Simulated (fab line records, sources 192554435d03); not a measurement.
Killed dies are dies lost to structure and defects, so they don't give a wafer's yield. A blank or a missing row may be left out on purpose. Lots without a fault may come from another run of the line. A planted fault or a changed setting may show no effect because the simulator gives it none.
Split-lot experiment | flow n5_finfet | 7 lots, 21 wafers read, on a route of 1938 steps

THE SPLIT
At N5_WELL_APT_EXPOSE_05 (exposes mask NWELL, defocus 0 nm, target cd 200 nm), the setting dose_mj was moved away from the recipe's 20.3 on 5 of the 21 wafers read, by -5.6% to -2.3%. The other wafers ran this setting at the recipe's value.

FROM THE SPLIT TO THE READING: what the file shows between them, 3 steps
- N5_WELL_APT_PEB_06: peb time 90 s
- N5_WELL_APT_DEVELOP_07: develop time 45 s
- N5_WELL_APT_HARDBAKE_12: time 120 s

THE READING
cd_nm, in nm, at N5_WELL_APT_CD_MEAS_08 (target cd 200 nm). Fault-free wafers of this fab line usually give 199.2 nm, standard deviation 1 nm.

wafer  | tool, chamber at the split | dose_mj as run | against the recipe | cd_nm, nm | against lot-mates on the recipe
L076.1 | krf_scanner-01, 0          | 20.3           | recipe             | 199.4     | -
L076.5 | krf_scanner-01, 0          | 19.21          | -5.4%              | 192.3     | -7.1
L076.6 | krf_scanner-01, 0          | 20.3           | recipe             | 199.5     | -
L080.1 | krf_scanner-02, 0          | 20.3           | recipe             | 199.8     | -
L080.2 | krf_scanner-02, 0          | 19.37          | -4.6%              | 191.4     | -7.8
L080.6 | krf_scanner-02, 0          | 20.3           | recipe             | 198.7     | -
L086.3 | krf_scanner-02, 0          | 19.83          | -2.3%              | 195.9     | -2.5
L086.4 | krf_scanner-02, 0          | 20.3           | recipe             | 198.4     | -
L086.5 | krf_scanner-02, 0          | 19.83          | -2.3%              | 195.4     | -3.0
L091.1 | krf_scanner-01, 0          | 20.3           | recipe             | 199.4     | -
L091.3 | krf_scanner-01, 0          | 20.3           | recipe             | 198.8     | -
L091.5 | krf_scanner-01, 0          | 20.3           | recipe             | 199.9     | -
L093.1 | krf_scanner-02, 0          | 20.3           | recipe             | 200.9     | -
L093.4 | krf_scanner-02, 0          | 20.3           | recipe             | 199.5     | -
L093.5 | krf_scanner-02, 0          | 20.3           | recipe             | 201.0     | -
L096.1 | krf_scanner-01, 0          | 20.3           | recipe             | 200.9     | -
L096.5 | krf_scanner-01, 0          | 20.3           | recipe             | 198.6     | -
L096.6 | krf_scanner-01, 0          | 20.3           | recipe             | 199.1     | -
L097.2 | krf_scanner-02, 0          | 20.3           | recipe             | 200.2     | -
L097.5 | krf_scanner-02, 0          | 20.3           | recipe             | 197.9     | -
L097.6 | krf_scanner-02, 0          | 19.17          | -5.6%              | 189.9     | -9.2

THE FIT
A straight line over all 21 wafers: cd_nm changes by +1.6 nm for each +1% of dose_mj; r = +0.96; the points scatter about the line by 0.92 nm.
The same after taking each lot's own level away (the mean of its wafers on the recipe; 21 wafers): +1.52 nm for each +1%; r = +0.97; scatter 0.79 nm.
On that fit, the largest move of dose_mj shifts the reading by 8.4 nm.
The lots' own levels span 198.40 to 200.47 nm, that is 2.1 times the standard deviation above.
So the lot-to-lot level changes the slope little: the two slopes agree.
Check: with one of the wafers moved furthest among these (-5.6%) left out of the fit, the line predicts -8.02 nm for it against its lot-mates. It came out at -9.15 nm against them.

OTHER SPLITS ON THESE WAFERS
These wafers also went through other splits before the reading. Each is held against what the fit with the lots' levels taken away leaves over:
other split on the same wafers | wafers away from the commonest value | r with cd_nm (lot level and that fit taken away)
N5_ZERO_LAYER_ETCH_18 icp_w    | 9                                    | +0.20

THE WHOLE CHAIN: every reading that the file lists as answering this split, in the file's order
step                   | what it does             | reading                                                         | change (the file's fit)              | r (the file's)
N5_WELL_APT_CD_MEAS_08 | target cd 200 nm         | cd_nm                                                           | +1.53 nm for each +1% of the setting | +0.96
N5_WELL_APT_DESCUM_13  | chemistry O2, time 7.9 s | WELL_APT.cd_nm (the simulator's own value, which no gauge read) | +1.58 nm for each +1% of the setting | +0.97

THE FILE'S OWN FIT
cd_nm changes by +1.53 nm for each +1% of dose_mj, r = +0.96.
